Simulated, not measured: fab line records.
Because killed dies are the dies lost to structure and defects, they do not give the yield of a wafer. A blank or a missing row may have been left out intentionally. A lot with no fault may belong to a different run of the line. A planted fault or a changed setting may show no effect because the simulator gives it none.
A struck lot beside a sound one / flow nand_harc / 14 steps out of a route of 1302
Sound: the wafers L394.2, L394.5, L394.6. Wafers L403.1, L403.5, L403.6 were the ones struck. Last of all comes the cause.
For every step that has rows: the tool of each side, followed by ch and its chambers, followed by its first start. Under that, the readings that differ: sound wafers / struck wafers / difference of the means / sigmas: that difference in standard deviations of wafers without a fault.
alike: readings with means less than 2 such deviations apart, plus words and numbers identical on both sides. not compared: withheld readings, readings lacking a value on some wafer, bounds such as >300 that could conceal the same value, and numbers that have no deviation in the record and whose values overlap.
Wherever a step has rows on one side only, a row that says differs or no value, or a row with sigmas, the two part there. Numbers that don't overlap but have no deviation are shown without sigmas and don't part them. A reading that every wafer of one side lacks parts them only if that side has two wafers or more.

NHARC_P_ZERO_WELL_CD_MEAS_11: the cd target is 500 nm.
  sound on cd_sem-01 ch 0, day 6 11:15; struck on cd_sem-03 ch 0, day 10 05:14
  alike: cd_nm
then, 1 step without rows for these wafers: NHARC_P_ZERO_WELL_HARDBAKE_12 (time 65 s).
NHARC_P_ZERO_WELL_DESCUM_13: chemistry O2, time 3 s.
  sound on rie_diel-11 ch 0,1,2, day 6 11:25; struck on rie_diel-13 ch 0,3, day 10 05:25
reading=oes_product_au (a.u.); sound=0.990 0.999 0.963; struck=1.006 0.998 1.005; difference=+0.019; sigmas=+2
  alike: drypump_motor_current_A, rf_vpp_V, showerhead_plenum_p_Torr, throttle_valve_pct
  not compared: rf_hours_counter_h
NHARC_P_ZERO_WELL_ETCH_65: etches the open film in N2/H2, target depth 80 nm, overetch 24 nm, time 87.88 s.
  sound on rie_diel-11 ch 0,1,2, day 6 11:30; struck on rie_diel-13 ch 0,1,3, day 10 05:31
reading=throttle_valve_pct (%); sound=14.181 14.180 14.179; struck=14.162 14.154 14.169; difference=-0.018; sigmas=-2
  alike: drypump_motor_current_A, oes_product_au, rf_vpp_V, showerhead_plenum_p_Torr
  not compared: rf_hours_counter_h
NHARC_P_ZERO_WELL_ETCH_62: etches the open film in CHF3/Ar, target depth 13 nm, time 6.5 s.
  sound: rie_diel-11 ch 1,2; struck: rie_diel-13 ch 0,1,3
reading=oes_product_au (a.u.); sound=0.922 0.934 0.927; struck=0.973 0.955 0.966; difference=+0.037; sigmas=+2
  alike: drypump_motor_current_A, rf_vpp_V, showerhead_plenum_p_Torr, throttle_valve_pct
  not compared: rf_hours_counter_h
NHARC_P_ZERO_WELL_ETCH_63: etches the open film in HBr/Cl2, target depth 120 nm, time 40.1 s.
  sound on rie_si-04 ch 1,2, day 6 11:40; struck on rie_si-04 ch 0,1, day 10 05:40
  alike: drypump_motor_current_A, hbr_flow_sccm, oes_product_au, throttle_valve_pct
  not compared: rf_hours_counter_h
then, 6 steps without rows for these wafers: NHARC_P_ZERO_WELL_STRIP_15 (strips in SPM, time 900 s); NHARC_P_ZERO_WELL_DEHYDRATE_16 (time 120 s); NHARC_P_ZERO_WELL_HMDS_17 (time 30 s); NHARC_P_ZERO_WELL_COAT_18; NHARC_P_ZERO_WELL_SOFTBAKE_19 (time 95 s); NHARC_P_ZERO_WELL_EBR_20.
NHARC_P_ZERO_WELL_EXPOSE_21: exposes mask P NWELL, target cd 720 nm.
  sound on krf_scanner-02 ch 0, day 6 12:19; struck on krf_scanner-02 ch 0, day 10 06:29
reading=exposure_dose_mJ_cm2; sound=22.281 22.315 22.296; struck=22.735 22.680 22.683; difference=+0.402; sigmas=+18
  alike: mask
then, 1 step without rows for these wafers: NHARC_P_ZERO_WELL_PEB_22 (peb time 85 s).

== WHERE THEY PART ==
Last at NHARC_P_ZERO_WELL_EXPOSE_21 as far as this record goes, first at NHARC_P_ZERO_WELL_DESCUM_13.

WHY: whatever the simulator had introduced
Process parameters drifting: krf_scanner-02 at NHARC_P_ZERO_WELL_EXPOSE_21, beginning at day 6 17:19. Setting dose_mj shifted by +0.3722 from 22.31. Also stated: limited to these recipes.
